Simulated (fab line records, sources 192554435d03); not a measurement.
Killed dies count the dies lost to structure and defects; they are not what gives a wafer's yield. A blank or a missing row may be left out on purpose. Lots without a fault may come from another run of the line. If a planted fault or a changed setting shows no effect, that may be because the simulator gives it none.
fab line records ; flow n5-finfet
record: lots: 24; wafers: 72; last-day: 20
route steps=1938 shown BEOL_M11@1587 BEOL_M12@1612
lots that met no fault: from a run of the same line without faults
start-h: start of the lot's first displayed wafer, in hours after the record's first day ; wait-h: hours from the lot's prior step to this one ; " unchanged from the row above ; L1.1+2: one row covering several wafers at once ; - either no value or no given start ; * or withheld: withheld ; < > ~ a bound
route shown NAME@n: names a module that has steps shown in the file, with the first one's number in the route ; usual: mean/standard deviation of fault-free wafers ; same: alike in all rows ; chamber/n: place in a boat ; sites: each site's reading ; _std_site: standard deviation of those values ; _edge_site: mean of outer sites minus mean of inner sites ; radius-mm: for every site, how far away it sits from the centre of the wafer ; mask NAME#n: copy n ; behind: tool/chamber where the wafer was last shaped ; hold: reason for holding the lot/hours on hold/outcome of the hold ; device: names the non-switching transistor (n, p or np) ; end of line: the same wafers' tests at the end of the route ; where a step has no rows: the recipe by itself ; killed: not the wafer's yield, but the dies lost to structure and defects at the first sort ; map: a wafer's dies, marking killed ones x, the rest . and places with no die _
set.NAME: setting as actually run; set.NAME@STEP: the setting as run at that earlier step ; model.NAME: the simulator's own value behind a step, which no gauge read
a sample of lots followed through the steps of the route, with each step as a table and each wafer as a row
services: a tool's chamber out of use, with start hour (start-h, from the record's first day; less than 0 if before it), hours out, and reason
== steps ==
step: N5_BEOL_M11_CURE_72
recipe: temp-c: 370; time-s: 120; ambient: DMADMS/He; material: SiCOH_lowk
usual: lamp-power-pct: 52.31/0.055; wafer_temp_C_max: 371.6/0.55
lot.wafer;tool;chamber;start-h;wait-h;lamp-power-pct;wafer_temp_C_max
L076.3;uv-cure-01;0;268.93;0.1;52.30;371.4
L076.4;uv-cure-01;0;268.93;0.1;52.33;371.3
L076.5;uv-cure-01;0;268.93;0.1;52.33;371.5
L078.1;uv-cure-01;2;282.10;0.0;52.34;371.8
L078.3;uv-cure-01;2;282.10;0.0;52.26;370.8
L078.5;uv-cure-01;2;282.10;0.0;52.37;370.9
L074.2;uv-cure-02;1;286.60;0.1;52.35;373.4
L074.3;uv-cure-02;1;286.60;0.1;52.28;372.5
L074.4;uv-cure-02;1;286.60;0.1;52.45;372.4
L077.3;uv-cure-02;2;290.54;0.1;52.40;371.7
L077.4;uv-cure-02;2;290.54;0.1;52.31;371.3
L077.5;uv-cure-02;2;290.54;0.1;52.26;371.3
L079.3;uv-cure-03;1;293.07;0.1;52.31;372.1
L079.4;uv-cure-03;1;293.07;0.1;52.34;371.9
L079.6;uv-cure-03;1;293.07;0.1;52.33;372.0
L080.2;uv-cure-01;1;293.46;0.1;52.30;371.3
L080.4;uv-cure-01;1;293.46;0.1;52.40;372.0
L080.6;uv-cure-01;1;293.46;0.1;52.34;370.8
L075.1;uv-cure-01;2;300.07;0.2;52.27;371.2
L075.4;uv-cure-01;2;300.07;0.2;52.20;371.1
L075.5;uv-cure-01;2;300.07;0.2;52.28;371.2
L081.2;uv-cure-02;2;311.61;0.1;52.38;371.3
L081.3;uv-cure-02;2;311.61;0.1;52.31;371.3
L081.5;uv-cure-02;2;311.61;0.1;52.22;372.1
L083.1;uv-cure-01;0;317.75;0.0;52.28;371.4
L083.2;uv-cure-01;0;317.75;0.0;52.27;371.0
L083.6;uv-cure-01;0;317.75;0.0;52.23;371.4
L082.1;uv-cure-03;1;325.12;0.1;52.39;371.9
L082.4;uv-cure-03;1;325.12;0.1;52.39;373.0
L082.6;uv-cure-03;1;325.12;0.1;52.27;371.9
L086.2;uv-cure-02;0;342.35;0.3;52.32;371.5
L086.3;uv-cure-02;0;342.35;0.3;52.30;371.3
L086.4;uv-cure-02;0;342.35;0.3;52.36;371.3
L084.2;uv-cure-03;0;349.17;2.0;52.35;371.7
L084.4;uv-cure-03;0;349.17;2.0;52.35;371.7
L084.5;uv-cure-03;0;349.17;2.0;52.40;372.1
L085.1;uv-cure-03;1;353.39;3.5;52.35;371.5
L085.3;uv-cure-03;1;353.39;3.5;52.31;371.7
L085.6;uv-cure-03;1;353.39;3.5;52.25;371.5
L087.3;uv-cure-02;2;353.54;2.4;52.25;371.3
L087.4;uv-cure-02;2;353.54;2.4;52.26;371.0
L087.5;uv-cure-02;2;353.54;2.4;52.19;371.2
L088.3;uv-cure-03;2;370.02;0.1;52.20;371.3
L088.5;uv-cure-03;2;370.02;0.1;52.24;371.4
L088.6;uv-cure-03;2;370.02;0.1;52.37;371.5
L089.1;uv-cure-03;2;370.34;0.0;52.35;371.1
L089.3;uv-cure-03;2;370.34;0.0;52.30;372.0
L089.4;uv-cure-03;2;370.34;0.0;52.32;371.6
L091.3;uv-cure-02;1;371.56;0.1;52.28;372.7
L091.4;uv-cure-02;1;371.56;0.1;52.38;372.4
L091.5;uv-cure-02;1;371.56;0.1;52.27;373.0
L094.2;uv-cure-01;2;373.53;0.1;52.33;371.2
L094.3;uv-cure-01;2;373.53;0.1;52.32;371.9
L094.6;uv-cure-01;2;373.53;0.1;52.31;371.1
L090.1;uv-cure-02;1;376.88;0.0;52.35;372.9
L090.2;uv-cure-02;1;376.88;0.0;52.28;371.9
L090.6;uv-cure-02;1;376.88;0.0;52.37;372.5
L092.1;uv-cure-03;0;383.47;0.0;52.29;372.0
L092.3;uv-cure-03;0;383.47;0.0;52.34;371.6
L092.6;uv-cure-03;0;383.47;0.0;52.33;372.4
L093.3;uv-cure-02;0;388.25;0.1;52.23;371.5
L093.5;uv-cure-02;0;388.25;0.1;52.32;371.1
L093.6;uv-cure-02;0;388.25;0.1;52.34;371.4
L095.1;uv-cure-02;0;417.19;0.4;52.31;372.1
L095.2;uv-cure-02;0;417.19;0.4;52.33;371.8
L095.3;uv-cure-02;0;417.19;0.4;52.30;371.6
L096.1;uv-cure-01;1;417.55;0.0;52.32;371.5
L096.2;uv-cure-01;1;417.55;0.0;52.26;371.5
L096.4;uv-cure-01;1;417.55;0.0;52.37;370.8
L097.3;uv-cure-01;2;437.64;0.1;52.22;370.7
L097.5;uv-cure-01;2;437.64;0.1;52.28;370.7
L097.6;uv-cure-01;2;437.64;0.1;52.45;371.3
step: N5_BEOL_M11_SPUTTER_48
recipe: material: Cu; target-thk-a: 120; temp-c: -20; bias-v: 60; power-w: 26000; chamber-pressure-pa: 0.13; time-s: 2
usual: throttle-valve-pct: 29.7/0.91
lot.wafer;tool;chamber;start-h;wait-h;throttle-valve-pct
L076.3;pvd-sputter-02;-;270.61;0.2;29.5
L076.4;pvd-sputter-02;-;270.61;0.2;29.5
L076.5;pvd-sputter-02;-;270.61;0.2;28.4
L078.1;pvd-sputter-03;-;283.39;0.1;30.0
L078.3;pvd-sputter-03;-;283.39;0.1;29.3
L078.5;pvd-sputter-03;-;283.39;0.1;29.9
L074.2;pvd-sputter-01;-;288.18;0.4;29.0
L074.3;pvd-sputter-01;-;288.18;0.4;29.9
L074.4;pvd-sputter-01;-;288.18;0.4;31.3
L077.3;pvd-sputter-02;-;292.24;0.1;29.5
L077.4;pvd-sputter-02;-;292.24;0.1;30.0
L077.5;pvd-sputter-02;-;292.24;0.1;29.8
L079.3;pvd-sputter-02;-;295.14;0.7;28.5
L079.4;pvd-sputter-02;-;295.14;0.7;29.5
L079.6;pvd-sputter-02;-;295.14;0.7;29.6
L080.2;pvd-sputter-02;-;295.32;0.1;29.9
L080.4;pvd-sputter-02;-;295.32;0.1;28.5
L080.6;pvd-sputter-02;-;295.32;0.1;29.5
L075.1;pvd-sputter-01;-;301.20;0.1;31.4
L075.4;pvd-sputter-01;-;301.20;0.1;29.9
L075.5;pvd-sputter-01;-;301.20;0.1;31.0
L081.2;pvd-sputter-02;-;312.81;0.1;30.1
L081.3;pvd-sputter-02;-;312.81;0.1;29.5
L081.5;pvd-sputter-02;-;312.81;0.1;29.5
L083.1;pvd-sputter-01;-;318.70;0.1;29.9
L083.2;pvd-sputter-01;-;318.70;0.1;31.6
L083.6;pvd-sputter-01;-;318.70;0.1;29.9
L082.1;pvd-sputter-03;-;327.30;0.8;29.3
L082.4;pvd-sputter-03;-;327.30;0.8;31.3
L082.6;pvd-sputter-03;-;327.30;0.8;29.3
L086.2;pvd-sputter-02;-;344.06;0.1;28.5
L086.3;pvd-sputter-02;-;344.06;0.1;29.9
L086.4;pvd-sputter-02;-;344.06;0.1;29.4
L084.2;pvd-sputter-01;-;350.35;0.1;31.1
L084.4;pvd-sputter-01;-;350.35;0.1;29.9
L084.5;pvd-sputter-01;-;350.35;0.1;28.7
L087.3;pvd-sputter-02;-;354.37;0.1;29.5
L087.4;pvd-sputter-02;-;354.37;0.1;29.3
L087.5;pvd-sputter-02;-;354.37;0.1;29.3
L085.1;pvd-sputter-03;-;354.62;0.1;30.0
L085.3;pvd-sputter-03;-;354.62;0.1;29.8
L085.6;pvd-sputter-03;-;354.62;0.1;30.2
L088.3;pvd-sputter-03;-;371.43;0.1;30.1
L088.5;pvd-sputter-03;-;371.43;0.1;31.3
L088.6;pvd-sputter-03;-;371.43;0.1;30.0
L089.1;pvd-sputter-01;-;371.65;0.2;28.6
L089.3;pvd-sputter-01;-;371.65;0.2;30.4
L089.4;pvd-sputter-01;-;371.65;0.2;31.2
L091.3;pvd-sputter-01;-;372.61;0.1;29.9
L091.4;pvd-sputter-01;-;372.61;0.1;28.8
L091.5;pvd-sputter-01;-;372.61;0.1;28.8
L094.2;pvd-sputter-01;-;375.07;0.1;31.8
L094.3;pvd-sputter-01;-;375.07;0.1;28.8
L094.6;pvd-sputter-01;-;375.07;0.1;28.8
L090.1;pvd-sputter-03;-;378.95;0.1;29.7
L090.2;pvd-sputter-03;-;378.95;0.1;31.5
L090.6;pvd-sputter-03;-;378.95;0.1;31.6
L092.1;pvd-sputter-03;-;384.78;0.1;31.1
L092.3;pvd-sputter-03;-;384.78;0.1;30.1
L092.6;pvd-sputter-03;-;384.78;0.1;29.1
L093.3;pvd-sputter-03;-;389.95;0.3;30.2
L093.5;pvd-sputter-03;-;389.95;0.3;30.2
L093.6;pvd-sputter-03;-;389.95;0.3;31.4
L095.1;pvd-sputter-03;-;418.51;0.1;30.0
L095.2;pvd-sputter-03;-;418.51;0.1;31.1
L095.3;pvd-sputter-03;-;418.51;0.1;29.0
L096.1;pvd-sputter-03;-;419.49;0.1;29.9
L096.2;pvd-sputter-03;-;419.49;0.1;29.1
L096.4;pvd-sputter-03;-;419.49;0.1;29.9
L097.3;pvd-sputter-02;-;439.39;0.1;28.5
L097.5;pvd-sputter-02;-;439.39;0.1;29.1
L097.6;pvd-sputter-02;-;439.39;0.1;28.5
step: N5_BEOL_M11_INSPECT_58
recipe: inspect-instrument: darkfield; mode: post-dep
usual: raw-defect-count: 73/29
lot.wafer;tool;chamber;start-h;wait-h;raw-defect-count
L076.3;defect-inspect-02;-;271.58;0.0;103
L076.4;defect-inspect-02;-;271.58;0.0;116
L076.5;defect-inspect-02;-;271.58;0.0;65
L078.1;defect-inspect-02;-;284.54;0.0;37
L078.3;defect-inspect-02;-;284.54;0.0;79
L078.5;defect-inspect-02;-;284.54;0.0;39
L074.2;defect-inspect-01;-;289.20;0.0;108
L074.3;defect-inspect-01;-;289.20;0.0;57
L074.4;defect-inspect-01;-;289.20;0.0;50
L077.3;defect-inspect-01;-;293.21;0.0;72
L077.4;defect-inspect-01;-;293.21;0.0;56
L077.5;defect-inspect-01;-;293.21;0.0;81
L079.3;defect-inspect-02;-;296.15;0.0;57
L079.4;defect-inspect-02;-;296.15;0.0;105
L079.6;defect-inspect-02;-;296.15;0.0;79
L080.2;defect-inspect-01;-;296.32;0.0;84
L080.4;defect-inspect-01;-;296.32;0.0;63
L080.6;defect-inspect-01;-;296.32;0.0;53
L075.1;defect-inspect-02;-;302.18;0.0;121
L075.4;defect-inspect-02;-;302.18;0.0;87
L075.5;defect-inspect-02;-;302.18;0.0;117
L081.2;defect-inspect-01;-;313.79;0.0;142
L081.3;defect-inspect-01;-;313.79;0.0;59
L081.5;defect-inspect-01;-;313.79;0.0;107
L083.1;defect-inspect-01;-;320.14;0.0;48
L083.2;defect-inspect-01;-;320.14;0.0;88
L083.6;defect-inspect-01;-;320.14;0.0;57
L082.1;defect-inspect-02;-;328.43;0.0;54
L082.4;defect-inspect-02;-;328.43;0.0;43
L082.6;defect-inspect-02;-;328.43;0.0;70
L086.2;defect-inspect-02;-;345.52;0.0;103
L086.3;defect-inspect-02;-;345.52;0.0;96
L086.4;defect-inspect-02;-;345.52;0.0;163
L084.2;defect-inspect-01;-;351.76;0.0;45
L084.4;defect-inspect-01;-;351.76;0.0;44
L084.5;defect-inspect-01;-;351.76;0.0;50
L087.3;defect-inspect-02;-;355.73;0.0;97
L087.4;defect-inspect-02;-;355.73;0.0;76
L087.5;defect-inspect-02;-;355.73;0.0;66
L085.1;defect-inspect-02;-;356.00;0.0;80
L085.3;defect-inspect-02;-;356.00;0.0;90
L085.6;defect-inspect-02;-;356.00;0.0;125
L088.3;defect-inspect-01;-;372.72;0.0;111
L088.5;defect-inspect-01;-;372.72;0.0;69
L088.6;defect-inspect-01;-;372.72;0.0;105
L089.1;defect-inspect-02;-;373.01;0.0;77
L089.3;defect-inspect-02;-;373.01;0.0;78
L089.4;defect-inspect-02;-;373.01;0.0;60
L091.3;defect-inspect-02;-;373.59;0.0;82
L091.4;defect-inspect-02;-;373.59;0.0;41
L091.5;defect-inspect-02;-;373.59;0.0;83
L094.2;defect-inspect-02;-;376.04;0.0;52
L094.3;defect-inspect-02;-;376.04;0.0;54
L094.6;defect-inspect-02;-;376.04;0.0;40
L090.1;defect-inspect-02;-;380.12;0.0;86
L090.2;defect-inspect-02;-;380.12;0.0;73
L090.6;defect-inspect-02;-;380.12;0.0;58
L092.1;defect-inspect-02;-;385.81;0.0;70
L092.3;defect-inspect-02;-;385.81;0.0;78
L092.6;defect-inspect-02;-;385.81;0.0;53
L093.3;defect-inspect-01;-;391.06;0.0;80
L093.5;defect-inspect-01;-;391.06;0.0;62
L093.6;defect-inspect-01;-;391.06;0.0;43
L095.1;defect-inspect-01;-;419.48;0.0;78
L095.2;defect-inspect-01;-;419.48;0.0;77
L095.3;defect-inspect-01;-;419.48;0.0;81
L096.1;defect-inspect-01;-;420.46;0.0;37
L096.2;defect-inspect-01;-;420.46;0.0;53
L096.4;defect-inspect-01;-;420.46;0.0;37
L097.3;defect-inspect-02;-;440.40;0.0;65
L097.5;defect-inspect-02;-;440.40;0.0;68
L097.6;defect-inspect-02;-;440.40;0.0;74
step: N5_BEOL_M12_CD_MEAS_10
recipe: target-cd-nm: 140; landing-energy-ev: 500; detector: se-inlens; polarity: opening
usual: cd-nm: 140.9/1.6
same: landing-energy-ev: 500
lot.wafer;tool;chamber;start-h;wait-h;cd-nm
L076.3;cd-sem-03;0;272.06;-;144.3
L076.4;cd-sem-03;0;272.06;-;140.7
L076.5;cd-sem-03;0;272.06;-;142.0
L078.1;cd-sem-02;0;294.53;-;140.5
L078.3;cd-sem-02;0;294.53;-;140.6
L078.5;cd-sem-02;0;294.53;-;140.7
L074.2;cd-sem-02;0;294.68;-;139.2
L074.3;cd-sem-02;0;294.68;-;139.7
L074.4;cd-sem-02;0;294.68;-;140.4
L077.3;cd-sem-03;0;294.72;-;141.7
L077.4;cd-sem-03;0;294.72;-;139.8
L077.5;cd-sem-03;0;294.72;-;143.4
L079.3;cd-sem-02;0;296.63;-;141.4
L079.4;cd-sem-02;0;296.63;-;139.1
L079.6;cd-sem-02;0;296.63;-;137.9
L080.2;cd-sem-01;0;296.81;-;138.2
L080.4;cd-sem-01;0;296.81;-;139.0
L080.6;cd-sem-01;0;296.81;-;141.6
L075.1;cd-sem-03;0;304.03;-;141.5
L075.4;cd-sem-03;0;304.03;-;139.3
L075.5;cd-sem-03;0;304.03;-;141.7
L081.2;cd-sem-03;0;314.26;-;140.8
L081.3;cd-sem-03;0;314.26;-;139.8
L081.5;cd-sem-03;0;314.26;-;141.5
L083.1;cd-sem-03;0;320.74;-;140.7
L083.2;cd-sem-03;0;320.74;-;140.0
L083.6;cd-sem-03;0;320.74;-;143.2
L082.1;cd-sem-02;0;328.90;-;139.0
L082.4;cd-sem-02;0;328.90;-;139.7
L082.6;cd-sem-02;0;328.90;-;139.4
L086.2;cd-sem-03;0;346.00;-;139.0
L086.3;cd-sem-03;0;346.00;-;140.1
L086.4;cd-sem-03;0;346.00;-;139.2
L084.2;cd-sem-03;0;352.36;-;143.6
L084.4;cd-sem-03;0;352.36;-;143.5
L084.5;cd-sem-03;0;352.36;-;141.7
L087.3;cd-sem-01;0;356.33;-;142.0
L087.4;cd-sem-01;0;356.33;-;140.5
L087.5;cd-sem-01;0;356.33;-;141.7
L085.1;cd-sem-02;0;356.57;-;141.4
L085.3;cd-sem-02;0;356.57;-;141.4
L085.6;cd-sem-02;0;356.57;-;142.8
L088.3;cd-sem-03;0;373.31;-;141.1
L088.5;cd-sem-03;0;373.31;-;139.6
L088.6;cd-sem-03;0;373.31;-;145.2
L089.1;cd-sem-01;0;373.61;-;139.5
L089.3;cd-sem-01;0;373.61;-;143.5
L089.4;cd-sem-01;0;373.61;-;140.8
L091.3;cd-sem-02;0;374.12;-;139.7
L091.4;cd-sem-02;0;374.12;-;139.0
L091.5;cd-sem-02;0;374.12;-;140.2
L094.2;cd-sem-01;0;376.69;-;140.3
L094.3;cd-sem-01;0;376.69;-;138.7
L094.6;cd-sem-01;0;376.69;-;140.7
L090.1;cd-sem-03;0;380.64;-;140.1
L090.2;cd-sem-03;0;380.64;-;142.1
L090.6;cd-sem-03;0;380.64;-;139.0
L092.1;cd-sem-03;0;386.33;-;141.6
L092.3;cd-sem-03;0;386.33;-;142.2
L092.6;cd-sem-03;0;386.33;-;140.3
L093.3;cd-sem-03;0;391.66;-;141.0
L093.5;cd-sem-03;0;391.66;-;142.7
L093.6;cd-sem-03;0;391.66;-;139.4
L095.1;cd-sem-02;0;420.07;-;142.1
L095.2;cd-sem-02;0;420.07;-;142.7
L095.3;cd-sem-02;0;420.07;-;141.3
L096.1;cd-sem-01;0;420.93;-;138.3
L096.2;cd-sem-01;0;420.93;-;140.9
L096.4;cd-sem-01;0;420.93;-;140.4
L097.3;cd-sem-02;0;440.99;-;141.0
L097.5;cd-sem-02;0;440.99;-;140.2
L097.6;cd-sem-02;0;440.99;-;141.4
step: N5_BEOL_M12_CD_MEAS_28
recipe: target-cd-nm: 160.2; landing-energy-ev: 500; detector: se-inlens; polarity: opening
usual: cd-nm: 160.3/1.4
same: landing-energy-ev: 500
lot.wafer;tool;chamber;start-h;wait-h;cd-nm
L076.3;cd-sem-02;0;272.96;-;160.9
L076.4;cd-sem-02;0;272.96;-;158.8
L076.5;cd-sem-02;0;272.96;-;161.5
L078.1;cd-sem-01;0;295.57;-;159.4
L078.3;cd-sem-01;0;295.57;-;160.7
L078.5;cd-sem-01;0;295.57;-;160.5
L074.2;cd-sem-01;0;295.66;-;160.9
L074.3;cd-sem-01;0;295.66;-;160.9
L074.4;cd-sem-01;0;295.66;-;159.9
L077.3;cd-sem-02;0;295.70;-;160.9
L077.4;cd-sem-02;0;295.70;-;162.4
L077.5;cd-sem-02;0;295.70;-;162.1
L079.3;cd-sem-02;0;298.07;-;157.7
L079.4;cd-sem-02;0;298.07;-;160.8
L079.6;cd-sem-02;0;298.07;-;159.5
L080.2;cd-sem-03;0;298.10;-;159.2
L080.4;cd-sem-03;0;298.10;-;158.3
L080.6;cd-sem-03;0;298.10;-;157.6
L075.1;cd-sem-01;0;305.10;-;160.7
L075.4;cd-sem-01;0;305.10;-;161.3
L075.5;cd-sem-01;0;305.10;-;159.7
L081.2;cd-sem-03;0;315.29;-;158.6
L081.3;cd-sem-03;0;315.29;-;160.6
L081.5;cd-sem-03;0;315.29;-;162.1
L083.1;cd-sem-02;0;321.77;-;158.8
L083.2;cd-sem-02;0;321.77;-;159.1
L083.6;cd-sem-02;0;321.77;-;156.7
L082.1;cd-sem-02;0;329.81;-;163.3
L082.4;cd-sem-02;0;329.81;-;161.8
L082.6;cd-sem-02;0;329.81;-;159.8
L086.2;cd-sem-02;0;347.26;-;159.6
L086.3;cd-sem-02;0;347.26;-;157.7
L086.4;cd-sem-02;0;347.26;-;161.2
L084.2;cd-sem-01;0;353.40;-;161.1
L084.4;cd-sem-01;0;353.40;-;160.7
L084.5;cd-sem-01;0;353.40;-;160.5
L087.3;cd-sem-01;0;357.24;-;160.7
L087.4;cd-sem-01;0;357.24;-;161.6
L087.5;cd-sem-01;0;357.24;-;160.9
L085.1;cd-sem-03;0;357.69;-;160.0
L085.3;cd-sem-03;0;357.69;-;159.7
L085.6;cd-sem-03;0;357.69;-;159.8
L088.3;cd-sem-01;0;374.35;-;159.7
L088.5;cd-sem-01;0;374.35;-;160.2
L088.6;cd-sem-01;0;374.35;-;161.5
L089.1;cd-sem-01;0;374.62;-;161.1
L089.3;cd-sem-01;0;374.62;-;160.4
L089.4;cd-sem-01;0;374.62;-;159.8
L091.3;cd-sem-01;0;375.15;-;159.0
L091.4;cd-sem-01;0;375.15;-;159.9
L091.5;cd-sem-01;0;375.15;-;158.5
L094.2;cd-sem-01;0;377.65;-;159.8
L094.3;cd-sem-01;0;377.65;-;158.8
L094.6;cd-sem-01;0;377.65;-;160.3
L090.1;cd-sem-03;0;381.65;-;161.6
L090.2;cd-sem-03;0;381.65;-;159.6
L090.6;cd-sem-03;0;381.65;-;160.2
L092.1;cd-sem-02;0;387.25;-;159.5
L092.3;cd-sem-02;0;387.25;-;160.8
L092.6;cd-sem-02;0;387.25;-;158.0
L093.3;cd-sem-01;0;392.57;-;161.2
L093.5;cd-sem-01;0;392.57;-;160.6
L093.6;cd-sem-01;0;392.57;-;158.9
L095.1;cd-sem-01;0;421.22;-;160.5
L095.2;cd-sem-01;0;421.22;-;162.2
L095.3;cd-sem-01;0;421.22;-;159.5
L096.1;cd-sem-03;0;421.85;-;161.9
L096.2;cd-sem-03;0;421.85;-;161.9
L096.4;cd-sem-03;0;421.85;-;161.1
L097.3;cd-sem-02;0;441.93;-;162.6
L097.5;cd-sem-02;0;441.93;-;161.9
L097.6;cd-sem-02;0;441.93;-;160.3
step: N5_BEOL_M12_TRENCH_ETCH_34
recipe: chemistry: C4F8/O2/Ar; target: SiOC; target-depth-a: 3189.5; mask-material: SOC; pressure-mtorr: 30; source-w: 3000; bias-w: 700; Ar_flow_sccm: 400; C4F8_flow_sccm: 15; O2_flow_sccm: 8; he-inner-torr: 15; he-outer-torr: 30; time-s: 125.5; ion-energy-ev: 250
usual: drypump-motor-current-A: 5.9/0.55; oes-product-au: 0.83/0.1; rf-vpp-V: 667/3.1; showerhead-plenum-p-Torr: 3.45/0.11; throttle-valve-pct: 24.05/0.24
lot.wafer;tool;chamber;start-h;wait-h;drypump-motor-current-A;oes-product-au;rf-hours-counter-h;rf-vpp-V;showerhead-plenum-p-Torr;throttle-valve-pct
L076.3;rie-diel-02;2;273.56;0.0;5.2;0.93;13;663;3.38;24.08
L076.4;rie-diel-02;3;273.56;0.0;6.4;0.69;217;660;3.24;23.87
L076.5;rie-diel-02;3;273.56;0.0;6.4;0.70;-;660;3.24;23.87
L078.1;rie-diel-02;3;296.09;0.0;6.4;0.69;225;661;3.24;23.87
L078.3;rie-diel-02;2;296.09;0.0;5.2;0.92;21;663;3.37;24.06
L078.5;rie-diel-02;2;296.09;0.0;5.2;0.92;-;663;3.37;24.07
L074.2;rie-diel-02;2;296.58;0.0;5.2;0.93;21;663;3.37;24.09
L074.3;rie-diel-02;0;296.58;0.0;6.1;0.87;58;671;3.62;23.72
L074.4;rie-diel-02;1;296.58;0.0;5.5;0.97;1;665;3.34;24.24
L077.3;rie-diel-06;1;297.06;0.0;5.2;0.67;237;667;3.51;24.25
L077.4;rie-diel-06;0;297.06;0.0;5.8;0.70;-;668;3.48;24.23
L077.5;rie-diel-06;3;297.06;0.0;6.8;0.95;-;668;3.51;23.93
L079.3;rie-diel-02;2;298.51;0.0;5.2;0.92;22;664;3.37;24.09
L079.4;rie-diel-02;3;298.51;0.0;6.4;0.70;226;661;3.24;23.87
L079.6;rie-diel-02;1;298.51;0.0;5.5;0.98;-;665;3.34;24.25
L080.2;rie-diel-06;1;298.55;0.0;5.2;0.67;238;668;3.51;24.25
L080.4;rie-diel-06;3;298.55;0.0;6.7;0.96;-;667;3.51;23.93
L080.6;rie-diel-06;0;298.55;0.0;5.9;0.71;-;668;3.47;24.21
L075.1;rie-diel-02;3;305.55;0.0;6.4;0.69;228;660;3.24;23.87
L075.4;rie-diel-02;2;305.55;0.0;5.2;0.91;24;662;3.37;24.08
L075.5;rie-diel-02;0;305.55;0.0;6.1;0.86;-;671;3.61;23.71
L081.2;rie-diel-06;1;315.74;0.0;5.2;0.66;245;668;3.51;24.26
L081.3;rie-diel-06;2;315.74;0.0;6.2;0.97;3;670;3.47;23.87
L081.5;rie-diel-06;2;315.74;0.0;6.2;0.95;-;667;3.47;23.88
L083.1;rie-diel-06;0;322.22;0.0;5.9;0.70;239;666;3.47;24.23
L083.2;rie-diel-06;3;322.22;0.0;6.8;0.92;13;668;3.51;23.94
L083.6;rie-diel-06;0;322.22;0.0;5.9;0.69;-;669;3.47;24.22
L082.1;rie-diel-06;3;330.27;0.0;6.7;0.92;16;668;3.50;23.94
L082.4;rie-diel-06;0;330.27;0.0;5.9;0.69;241;669;3.47;24.24
L082.6;rie-diel-06;1;330.27;0.0;5.2;0.67;-;668;3.51;24.25
L086.2;rie-diel-06;0;347.71;0.0;6.0;0.70;248;667;3.47;24.23
L086.3;rie-diel-06;2;347.71;0.0;6.2;0.92;13;667;3.46;23.89
L086.4;rie-diel-06;2;347.71;0.0;6.2;0.93;-;667;3.46;23.89
L084.2;rie-diel-06;3;354.32;0.0;6.8;0.90;26;665;3.50;23.97
L084.4;rie-diel-06;3;354.32;0.0;6.8;0.91;-;668;3.50;23.96
L084.5;rie-diel-06;2;354.32;0.0;6.2;0.92;-;668;3.46;23.91
L087.3;rie-diel-06;0;357.69;0.0;5.9;0.69;253;667;3.46;24.24
L087.4;rie-diel-06;2;357.69;0.0;6.2;0.91;-;668;3.46;23.92
L087.5;rie-diel-06;3;357.69;0.0;6.8;0.89;-;669;3.50;23.97
L085.1;rie-diel-06;2;358.24;0.0;6.2;0.90;19;669;3.46;23.89
L085.3;rie-diel-06;0;358.24;0.0;5.9;0.68;253;668;3.46;24.25
L085.6;rie-diel-06;0;358.24;0.0;5.9;0.69;-;668;3.46;24.24
L088.3;rie-diel-03;2;374.80;0.0;5.6;0.67;243;661;3.21;24.03
L088.5;rie-diel-03;1;374.80;0.0;6.0;0.71;-;668;3.52;24.84
L088.6;rie-diel-03;2;374.80;0.0;5.6;0.68;-;661;3.21;24.07
L089.1;rie-diel-02;0;375.16;0.0;6.1;0.83;90;670;3.60;23.75
L089.3;rie-diel-02;2;375.16;0.0;5.2;0.87;51;663;3.36;24.12
L089.4;rie-diel-02;1;375.16;0.0;5.5;0.90;-;665;3.33;24.27
L091.3;rie-diel-06;3;375.60;0.0;6.8;0.87;37;667;3.49;23.98
L091.4;rie-diel-06;2;375.60;0.0;6.2;0.88;-;668;3.45;23.92
L091.5;rie-diel-06;1;375.60;0.0;5.2;0.94;-;667;3.50;24.04
L094.2;rie-diel-02;2;378.10;0.0;5.2;0.86;52;662;3.36;24.11
L094.3;rie-diel-02;1;378.10;0.0;5.5;0.89;33;663;3.33;24.29
L094.6;rie-diel-02;2;378.10;0.0;5.2;0.86;-;663;3.35;24.12
L090.1;rie-diel-02;2;382.10;0.0;5.2;0.86;54;663;3.35;24.13
L090.2;rie-diel-02;1;382.10;0.0;5.5;0.90;34;664;3.33;24.30
L090.6;rie-diel-02;2;382.10;0.0;5.2;0.86;-;663;3.35;24.12
L092.1;rie-diel-03;1;387.96;0.0;5.9;0.70;237;668;3.52;24.84
L092.3;rie-diel-03;2;387.96;0.0;5.6;0.67;249;658;3.21;24.07
L092.6;rie-diel-03;3;387.96;0.0;6.1;0.89;-;672;3.60;23.79
L093.3;rie-diel-03;1;393.02;0.0;6.0;0.72;238;669;3.52;24.84
L093.5;rie-diel-03;1;393.02;0.0;6.0;0.71;-;667;3.52;24.83
L093.6;rie-diel-03;3;393.02;0.0;6.2;0.89;-;671;3.60;23.81
L095.1;rie-diel-03;0;421.96;0.0;4.9;0.81;83;664;3.33;23.96
L095.2;rie-diel-03;3;421.96;0.0;6.1;0.87;56;669;3.59;23.83
L095.3;rie-diel-03;2;421.96;0.0;5.7;0.98;6;671;3.60;23.80
L096.1;rie-diel-06;1;422.30;0.0;5.2;0.89;22;666;3.49;24.07
L096.2;rie-diel-06;2;422.30;0.0;6.2;0.83;51;666;3.44;23.93
L096.4;rie-diel-06;1;422.30;0.0;5.2;0.88;-;669;3.49;24.08
L097.3;rie-diel-02;3;442.38;0.0;6.4;0.89;21;671;3.61;23.65
L097.5;rie-diel-02;1;442.38;0.0;5.5;0.85;-;663;3.32;24.31
L097.6;rie-diel-02;2;442.38;0.0;5.2;0.83;-;664;3.34;24.13
== services ==
tool;chamber;start-h;hours;kind
rie-diel-03;3;245.80;5.4;repair
rie-diel-06;3;268.66;-;clean
rie-diel-06;3;268.66;-;consumable-replace:focus-ring
rie-diel-06;3;268.66;20.6;scheduled-down
rie-diel-06;3;268.66;20.6;vent-cycle
uv-cure-01;-;269.51;7.6;repair
uv-cure-03;-;271.16;7.7;repair
uv-cure-01;-;284.05;2.1;pm
rie-diel-06;2;289.23;-;clean
rie-diel-06;2;289.23;-;consumable-replace:focus-ring
rie-diel-06;2;289.23;18.8;scheduled-down
uv-cure-02;-;290.74;1.0;pm
uv-cure-02;-;298.68;10.4;repair
rie-diel-02;-;336.28;0.6;repair
uv-cure-01;-;346.03;14.6;pm
uv-cure-01;-;370.22;2.8;pm
pvd-sputter-01;-;376.86;2.8;repair
rie-diel-06;0;391.80;48.8;repair
uv-cure-01;-;401.83;7.5;pm
uv-cure-03;-;402.53;2.1;pm
rie-diel-06;1;404.37;14.4;repair
uv-cure-02;-;404.77;9.8;repair
uv-cure-02;-;414.58;2.1;pm
pvd-sputter-03;-;434.03;2.5;repair
== key ==
fault none
